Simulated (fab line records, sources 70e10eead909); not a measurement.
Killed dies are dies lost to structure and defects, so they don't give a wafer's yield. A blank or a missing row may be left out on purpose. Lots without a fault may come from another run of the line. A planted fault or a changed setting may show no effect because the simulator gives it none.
fab line records | flow nand_harc
record lots=6 wafers=18 last_day=24
route steps=1159 shown A_WL_FILL@828 A_CONTACT@840
lots that met no fault: from a run of the same line without faults
start_h: hours from the record's first day to the start of the lot's first wafer shown | wait_h: hours since the lot's step before | " the same as in the row above | L1.1+2: a row that stands for several wafers | - no value, or no start given | * or withheld: withheld | < > ~ a bound
route shown NAME@n: a module of which the file shows steps, and the number in the route of the first | usual: mean/standard deviation of fault-free wafers | same: alike in all rows | chamber/n: place in a boat | sites: the reading at each site | _std_site: their standard deviation | _edge_site: outer sites' mean less inner sites' | radius_mm: how far each site lies from the wafer's centre | mask NAME#n: copy n | behind: the tool/chamber that last shaped the wafer | hold: why the lot was held/for how many hours/how that ended | device: the transistor (n, p or np) that didn't switch | end of line: the same wafers' tests at the end of the route | a step without rows: its recipe alone | killed: dies lost to structure and defects at the first sort, not the wafer's yield | map: a wafer's dies, x killed, . not, _ none there
set.NAME: the setting as run; set.NAME@STEP: as run at that earlier step | model.NAME: the simulator's own value behind a step, which no gauge read
lots at some steps of the route; a table a step, a row a wafer
services: from which hour (start_h, from the record's first day; less than 0 if before it) a tool's chamber was out of use, for how many hours, and why
## steps
# step NHARC_A_WL_FILL_CVD_23
# recipe target_thk_a=400 temp_c=620 pressure_mtorr=200 time_s=800 material=poly-Si
# step NHARC_A_WL_FILL_ETCHBACK_26
# recipe target_depth_a=520 time_s=13.3 hbr_flow_sccm=150 rf_w=350 icp_w=350 bias_w=60 chemistry=HBr
# usual drypump_motor_current_A=5.8/0.42 oes_product_au=1.000/0.013 throttle_valve_pct=23.266/0.0097
# columns lot.wafer tool chamber start_h wait_h drypump_motor_current_A oes_product_au rf_hours_counter_h throttle_valve_pct
L823.4 rie_si-04 2 358.86 0.4 5.4 1.002 0.6 23.268
L823.3 " 0 " " 5.7 0.985 0.6 23.251
L823.6 " 2 " " 5.4 1.004 - 23.268
L832.3 rie_si-04 2 411.47 0.4 5.4 0.994 1.1 23.269
L832.5 " 0 " " 5.7 0.968 - 23.264
L832.6 " 1 " " 5.3 0.987 - 23.270
L833.1 rie_si-06 2 413.69 0.4 6.8 1.012 0.2 23.260
L833.2 " 3 " " 6.0 1.012 0.3 23.272
L833.3 " 1 " " 5.6 1.020 0.4 23.250
L834.2 rie_si-04 3 413.69 0.4 5.9 0.989 1.0 23.273
L834.3 " 2 " " 5.4 0.991 1.1 23.276
L834.6 " 0 " " 5.6 0.993 - 23.269
L845.4 rie_si-03 0 475.34 0.4 6.5 1.006 0.9 23.280
L845.6 " 0 " " 6.5 1.006 - 23.270
L845.5 " 1 " " 5.7 1.016 - 23.261
L846.2 rie_si-04 0 480.91 0.4 5.6 0.977 0.2 23.272
L846.1 " 2 " " 5.4 0.996 0.2 23.263
L846.5 " 0 " " 5.7 0.974 - 23.272
# step NHARC_A_WL_FILL_PRECLEAN_30
# recipe time_s=10 chemistry=dHF
# step NHARC_A_WL_FILL_SRD_14
# step NHARC_A_WL_FILL_ALD_19
# recipe target_thk_a=20 pulse_time_s=3 ald_cycles=100 temp_c=450 material=TiN
# usual heater_power_w=1063/110 precursor_pulse_height_rel=0.999/0.019
# columns lot.wafer tool chamber start_h wait_h heater_power_w precursor_pulse_height_rel
L823.3 ald_metal-03 1 359.13 0.1 1138 1.030
L823.6 " 1 " " 1175 0.992
L823.4 " 2 " " 1164 1.016
L832.3 ald_metal-01 1 411.73 0.1 1027 1.012
L832.6 " 0 " " 937 0.974
L832.5 " 1 " " 1039 0.974
L833.1 ald_metal-03 2 413.96 0.1 1133 1.009
L833.3 " 3 " " 1065 0.996
L833.2 " 0 " " 1211 1.035
L834.3 ald_metal-01 1 413.96 0.1 1023 0.986
L834.2 " 3 " " 917 0.986
L834.6 " 0 " " 941 1.003
L845.4 ald_metal-04 1 475.67 0.2 1164 0.959
L845.5 " 2 " " 982 0.981
L845.6 " 3 " " 1068 0.999
L846.2 ald_metal-01 1 481.16 0.1 1024 1.002
L846.1 " 2 " " 1248 1.001
L846.5 " 2 " " 1194 0.996
# step NHARC_A_WL_FILL_CVD_20
# recipe target_thk_a=750 temp_c=300 pressure_torr=40 wf6_flow_sccm=40 h2_flow_sccm=1600 ar_flow_sccm=1560 time_s=5064 material=W
# usual heater_power_w=449/24 throttle_valve_pct=7.97/0.28
# columns lot.wafer tool chamber start_h wait_h heater_power_w throttle_valve_pct
L823.3 cvd_w-02 1 - - 450 7.80
L823.4 " 0 " " 477 8.04
L823.6 " 1 " " 457 8.02
L832.3 cvd_w-02 1 - - 456 7.83
L832.6 " 1 " " 472 7.87
L832.5 " 0 " " 445 8.15
L833.2 cvd_w-01 1 - - 401 8.36
L833.1 " 0 " " 478 7.69
L833.3 " 0 " " 460 7.81
L834.2 cvd_w-02 1 - - 461 7.54
L834.3 " 1 " " 463 7.81
L834.6 " 1 " " 466 7.85
L845.4 cvd_w-02 1 - - 462 8.32
L845.6 " 1 " " 473 7.88
L845.5 " 0 " " 447 8.43
L846.1 cvd_w-01 0 - - 437 7.47
L846.2 " 0 " " 451 7.47
L846.5 " 0 " " 446 7.46
# step NHARC_A_WL_FILL_CMP_12
# recipe t_overpolish_s=30 target_thk_nm=75
# usual edge_zone_pressure_frac=0.999/0.005 motor_current_A=11.9/1.2 overpolish_run_s=30.000/0.0088 time_to_endpoint_s=14.7/2.7
# columns lot.wafer tool chamber start_h wait_h edge_zone_pressure_frac motor_current_A overpolish_run_s time_to_endpoint_s
L823.3 cmp-03 1 365.92 2.9 1.001 13.0 29.996 14.1
L823.4 " 3 " " 0.998 14.7 29.989 18.7
L823.6 " 2 " " 1.001 11.5 29.991 16.8
L832.3 cmp-02 2 417.23 2.9 0.995 12.4 30.014 12.9
L832.5 " 3 " " 1.004 10.8 30.010 11.4
L832.6 " 0 " " 1.005 10.6 29.994 20.0
L833.3 cmp-03 2 421.24 2.2 1.000 11.8 29.983 14.8
L833.1 " 0 " " 1.004 11.8 29.992 14.8
L833.2 " 1 " " 0.995 12.7 30.002 13.5
L834.2 cmp-03 2 421.50 4.4 1.001 11.2 30.000 16.6
L834.3 " 3 " " 0.997 13.8 30.005 17.0
L834.6 " 1 " " 0.997 13.3 29.994 11.8
L845.4 cmp-03 1 490.94 3.0 0.996 12.8 29.985 13.2
L845.6 " 2 " " 0.994 11.6 29.998 14.9
L845.5 " 3 " " 0.990 13.7 29.994 15.1
L846.2 cmp-03 2 506.12 6.5 0.993 11.3 30.008 15.3
L846.1 " 3 " " 0.998 13.9 29.994 16.8
L846.5 " 3 " " 1.001 13.5 29.997 15.8
# step NHARC_A_WL_FILL_SRD_31
# step NHARC_A_WL_FILL_INSPECT_15
# usual raw_defect_count=391/110
# columns lot.wafer tool chamber start_h wait_h raw_defect_count
L823.3 defect_inspect-01 - 366.41 0.0 329
L823.4 " - " " 322
L823.6 " - " " 295
L832.3 defect_inspect-02 - 417.66 0.1 253
L832.5 " - " " 378
L832.6 " - " " 259
L833.1 defect_inspect-02 - 421.70 0.0 388
L833.2 " - " " 307
L833.3 " - " " 303
L834.2 defect_inspect-01 - 421.94 0.0 408
L834.3 " - " " 275
L834.6 " - " " 425
L845.4 defect_inspect-01 - 491.33 0.0 352
L845.5 " - " " 292
L845.6 " - " " 295
L846.1 defect_inspect-01 - 506.58 0.0 384
L846.2 " - " " 368
L846.5 " - " " 342
# step NHARC_A_CONTACT_DEP_24
# recipe target_thk_a=5000 temp_c=400 pressure_torr=6.5 rf_w=900 teos_flow_sccm=161.4 flow_sccm=2650 target_thk_nm=500 gas=O2 material=SiO2
# usual heater_power_w=556/89 mfc_precursor_sccm=161.4/0.49 throttle_valve_pct=15.8/0.54
# columns lot.wafer tool chamber start_h wait_h heater_power_w mfc_precursor_sccm throttle_valve_pct
L823.3 pecvd-04 1 366.60 0.2 494 161.0 16.8
L823.6 " 2 " " 665 161.3 15.6
L823.4 " 0 " " 574 161.7 15.3
L832.3 pecvd-02 0 417.74 0.1 705 161.0 15.3
L832.6 " 1 " " 386 161.5 16.6
L832.5 " 2 " " 609 161.3 16.7
L833.3 pecvd-02 0 421.77 0.1 633 128.3 15.0
L833.2 " 1 " " 418 161.3 16.5
L833.1 " 2 " " 661 161.1 16.7
L834.3 pecvd-02 0 422.14 0.2 729 129.3 14.9
L834.2 " 1 " " 411 161.3 16.5
L834.6 " 0 " " 741 129.5 15.1
L845.4 pecvd-01 1 491.59 0.3 652 160.8 15.3
L845.6 " 2 " " 581 162.4 16.3
L845.5 " 0 " " 465 162.5 15.9
L846.1 pecvd-01 0 506.72 0.1 437 160.8 15.9
L846.2 " 1 " " 694 161.3 15.1
L846.5 " 1 " " 517 161.7 15.0
## services
# columns tool chamber start_h hours kind
cmp-02 - 340.43 1.0 repair
cvd_w-02 - 348.24 0.7 repair
cmp-03 - 352.93 4.0 pm
ald_metal-03 0 353.30 9.0 repair
rie_si-06 - 360.00 9.0 pm
ald_metal-04 - 371.92 1.7 repair
pecvd-04 - 376.41 13.0 pm
cvd_w-02 - 380.07 13.0 pm
ald_metal-01 2 412.59 23.5 repair
pecvd-01 - 418.50 13.0 pm
cmp-03 - 434.41 1.4 repair
ald_metal-03 1 434.88 3.4 repair
ald_metal-03 1 441.50 3.0 repair
cmp-03 - 450.93 4.0 pm
rie_si-04 - 453.00 9.0 pm
ald_metal-01 - 458.00 10.0 pm
pecvd-02 2 466.79 20.7 repair
cvd_w-01 - 475.13 13.0 pm
cmp-03 - 476.05 2.6 repair
ald_metal-03 - 485.73 3.1 repair
pecvd-02 0 487.25 6.2 repair
ald_metal-01 - 496.69 0.7 repair
rie_si-04 1 497.61 5.5 repair
ald_metal-03 - 500.00 10.0 pm
## key
first_sign step=NHARC_A_CONTACT_DEP_24 reading=mfc_precursor_sccm direction=down sigmas=67 usual=161.4 struck=129.0
effect none on later readings
met_at NHARC_A_CONTACT_DEP_24
struck_wafers L833.3,L834.3,L834.6
tester_left_out L833,L834
fault kind=process_parameter_drift tool=pecvd-02 chamber=0 onset_h=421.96 steps=NHARC_A_CONTACT_DEP_24 channel=teos_flow_sccm offset=* shape=step end_h=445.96 acts_in=* stated=*
# tester_left_out: of these lots the tester's yield and bins aren't shown, on N5 and GAA mostly nor the transistor test; their killed dies are dies lost to structure and defects alone, not to doping, threshold or leakage, so they don't give the yield
